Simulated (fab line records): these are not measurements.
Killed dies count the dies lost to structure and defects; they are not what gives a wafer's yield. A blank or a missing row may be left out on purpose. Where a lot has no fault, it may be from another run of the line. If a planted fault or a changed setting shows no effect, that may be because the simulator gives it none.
The tool behind it: which one? || flow nandHarc || 6 lots with 18 wafers sampled at 3 steps, on a route of 1302 steps

WHAT EACH GAUGE READ, for each wafer
NHARC_THIN_TSV_CD_MEAS_37.
{"lot": "L334", "measured": "day 25 20:52", "on": "cdSem-02", "cdNm (nm)": "4999 5001 4999"}
{"lot": "L335", "measured": "day 26 23:11", "on": "cdSem-02", "cdNm (nm)": "5000 4998 5000"}
{"lot": "L338", "measured": "day 27 17:20", "on": "cdSem-02", "cdNm (nm)": "4996 4994 4996"}
{"lot": "L341", "measured": "day 28 13:58", "on": "cdSem-01", "cdNm (nm)": "4998 5001 5002"}
{"lot": "L347", "measured": "day 31 10:17", "on": "cdSem-03", "cdNm (nm)": "5003 5004 4996"}
{"lot": "L354", "measured": "day 33 21:31", "on": "cdSem-01", "cdNm (nm)": "5005 5005 5002"}

WHICH TOOL RAN EACH LOT (tool, then ch and the chambers of the sampled wafers, then the start)
{"lot": "L334", "NHARC_A_BONDPAD_ETCH_24": "rieDiel-10 ch 0,3, day 24 21:05", "NHARC_THIN_TSV_STRIP_62": "plasmaAsher-02 ch 0,1, day 25 16:16"}
{"lot": "L335", "NHARC_A_BONDPAD_ETCH_24": "rieDiel-13 ch 0,1, day 25 22:17", "NHARC_THIN_TSV_STRIP_62": "plasmaAsher-02 ch 0, day 26 18:34"}
{"lot": "L338", "NHARC_A_BONDPAD_ETCH_24": "rieDiel-10 ch 0,1,2, day 26 19:47", "NHARC_THIN_TSV_STRIP_62": "plasmaAsher-02 ch 0,1, day 27 12:43"}
{"lot": "L341", "NHARC_A_BONDPAD_ETCH_24": "rieDiel-13 ch 0,1,3, day 27 15:58", "NHARC_THIN_TSV_STRIP_62": "plasmaAsher-02 ch 0,1, day 28 09:13"}
{"lot": "L347", "NHARC_A_BONDPAD_ETCH_24": "rieDiel-13 ch 1,2,3, day 30 09:52", "NHARC_THIN_TSV_STRIP_62": "plasmaAsher-01 ch 0,1, day 31 05:32"}
{"lot": "L354", "NHARC_A_BONDPAD_ETCH_24": "rieDiel-08 ch 0,2,3, day 33 00:51", "NHARC_THIN_TSV_STRIP_62": "plasmaAsher-01 ch 0,1, day 33 16:48"}
- NHARC_A_BONDPAD_ETCH_24: etches the open film in CF4/N2, target depth 30 nm, time 72.99 s.
- NHARC_THIN_TSV_STRIP_62: strips in N2/H2, time 20 s.

THE ANSWER, worked out from the rows above alone
Rule: what is usual is taken from the lots themselves. The widest of any qualifying gaps counts: lots, ordered by their means at a reading, are off when they make up no more than a third of the lots, leave a main group of 4 or more, and stand apart from it by 3 or more times the standard deviation of that group's means. A main group is skipped when, at the precision printed for the reading in the tables above, its means are all equal. Also off: a lot with no number at a reading for which 4 or more lots have one. Any other lot the step has rows for is counted as sound.
No lot is off on any of the readings shown, so nothing can be concluded from this.

WHAT THE SIMULATOR HAD INSERTED
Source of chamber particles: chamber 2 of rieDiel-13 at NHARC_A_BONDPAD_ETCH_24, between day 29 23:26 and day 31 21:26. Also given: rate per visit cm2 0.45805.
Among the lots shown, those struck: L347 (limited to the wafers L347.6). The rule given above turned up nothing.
